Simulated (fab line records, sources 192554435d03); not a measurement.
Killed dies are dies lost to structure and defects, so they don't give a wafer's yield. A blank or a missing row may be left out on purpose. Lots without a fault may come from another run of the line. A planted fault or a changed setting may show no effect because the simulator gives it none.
A struck lot beside a sound one | flow n5_finfet | 33 steps out of a route of 1938
Sound: wafers L556.1, L556.3, L556.5. Struck: wafers L552.3, L552.4, L552.6. The cause comes at the end.
At each step with rows: each side's tool, then ch and its chambers, then its first start. Under that, the readings that differ: sound wafers | struck wafers | difference of the means | sigmas: that difference in standard deviations of wafers without a fault.
alike: readings whose means differ by less than 2 such deviations, and words and numbers that are the same on both sides. not compared: withheld readings, readings that some wafer has no value for, bounds like >300 that may hide the same value, and numbers for which the record gives no deviation and whose values overlap.
The two part at a step that has a row with sigmas, a row that says differs or no value, or rows on one side only. Numbers that don't overlap but have no deviation are shown without sigmas and don't part them. A reading that every wafer of one side lacks parts them only if that side has two wafers or more.

first, 10 steps without rows for these wafers: N5_SD_EPI_P_PRECLEAN_51 (cleans in NF3:NH3, afs cycles 1, time 20 s, sublimation time 60 s); N5_SD_EPI_P_VAPOR_ETCH_44 (etches SiGe30 in NF3/Ar, time 3.3 s); N5_SD_EPI_P_EPI_21 (deposits SiGe:B, time 355 s); N5_SD_EPI_P_HM_STRIP_48 (strips SiNx in H3PO4, material SiNx, target depth 3 nm); N5_SD_EPI_P_SRD_49 (time 30 s); N5_SD_EPI_P_PRECLEAN_24 (cleans in O3/DIW, time 45 s); N5_SD_EPI_P_PRECLEAN_32 (cleans in dHF, time 10 s); N5_SD_EPI_P_PRECLEAN_33 (cleans in SC2, time 45 s); N5_SD_EPI_P_SRD_25 (time 30 s); N5_SD_ACTIVATION_RTA_00 (time 0 s).
N5_SD_ACTIVATION_LSA_01: time 0.0008 s.
  sound on laser_anneal-01 ch 0, day 9 03:19; struck on laser_anneal-02 ch 0, day 8 01:43
  reading          | sound                | struck               | difference | sigmas
  wafer_temp_C_max | 1085.1 1084.0 1084.2 | 1034.7 1033.9 1034.9 | -49.9      | -62
N5_SD_ACTIVATION_RS_MEAS_03: measures by four-point-probe.
  sound on film_metro-02, day 9 03:31; struck on film_metro-01, day 8 01:54
  reading          | sound          | struck         | difference | sigmas
  RS_SD_N (ohm/sq) | 22.1 21.9 22.1 | 27.0 26.2 26.9 | +4.7       | +15
  alike: RS_SD_P
then, 19 steps without rows for these wafers: N5_ILD0_LINER_00 (material SiNx, target thk 4 nm, pulse time 1 s, purge time 2 s); N5_ILD0_FCVD_FILL_01 (material SiO2 flowable, target thk 200 nm, time 328.3 s); N5_ILD0_CURE_02 (time 1800 s); N5_ILD0_CMP_03 (polishes, stops on SiNx, t overpolish 1.9 s, target thk 197.38 nm); N5_ILD0_CMP_07 (polishes SiO2 flowable, stops on poly-Si, t overpolish 1.18 s, target thk 138.88 nm); N5_ILD0_PRECLEAN_10 (cleans in NF3:NH3, afs cycles 5, time 20 s, sublimation time 60 s); N5_ILD0_ALD_15 (deposits SiNx, target thk 24 nm, pulse time 1 s, ald cycles 480); N5_ILD0_CMP_12 (polishes SiNx, stops on poly-Si, t overpolish 6 s, target thk 17.67 nm); N5_SDB_HM_DEP_00 (deposits SiNx from SiH4/NH3/N2, target thk 40 nm, time 35.3 s); N5_SDB_COAT_03 (time 60 s, resist thk 100 nm); N5_SDB_COAT_04 (time 60 s, resist thk 18 nm); N5_SDB_COAT_05 (resist thk 90 nm); N5_SDB_EBR_07; N5_SDB_SOFTBAKE_06 (time 60 s); N5_SDB_EXPOSE_08 (exposes mask SDB); N5_SDB_PEB_09 (peb time 60 s); N5_SDB_DEVELOP_10 (develop time 30 s); N5_SDB_DESCUM_16 (chemistry O2, time 7.9 s); N5_SDB_ETCH_17 (etches SiARC in CF4, target depth 23.4 nm, time 39 s).
-- the record jumps here: 4 days lie between the struck wafers' starts before and after (it left off in module SDB and takes up again in module BEOL_M4, whose first step shown is number 1111 of the route) --
N5_BEOL_M4_RC_MEAS_101:
  sound on prober-01 ch 0, day 14 23:02; struck on prober-02 ch 0, day 12 10:41
  reading             | sound          | struck         | difference | sigmas
  IOFF_P (nA/um)      | 0.22 0.18 0.22 | 0.24 0.28 0.35 | +0.08      | +2
  ION_N (uA/um)       | 670 651 662    | 669 687 698    | +24        | +2
  ION_P (uA/um)       | 465 451 454    | 475 483 493    | +27        | +3
  RC_DENSE_N (ohm.um) | 18.1 18.3 18.6 | 22.9 22.2 22.0 | +4.0       | +8
  RC_N (ohm.um)       | 14.8 15.0 15.2 | 18.7 18.1 17.8 | +3.2       | +8
  REXT_N (ohm.um)     | 73.8 73.0 73.9 | 85.6 85.2 86.5 | +12.2      | +7
  RS_SD_N (ohm/sq)    | 28.4 27.9 28.4 | 33.8 33.4 34.1 | +5.5       | +13
  VT_N (mV)           | 251 257 252    | 248 244 243    | -8         | -3
  VT_P (mV)           | -249 -254 -250 | -245 -242 -240 | +9         | +3
  alike: DIBL_N, DIBL_P, IOFF_N, SS_N, SS_P
N5_PASSIVATION_PROBE_49:
  the record has rows for the sound wafers here (prober-01, day 19 06:59) and none for the struck ones

WHERE THEY PART
First at N5_SD_ACTIVATION_LSA_01; last, within this record, at N5_PASSIVATION_PROBE_49.

WHY: what the simulator had put in
Process parameter drift: laser_anneal-02, from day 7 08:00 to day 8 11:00, at N5_SD_ACTIVATION_LSA_01. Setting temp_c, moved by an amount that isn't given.
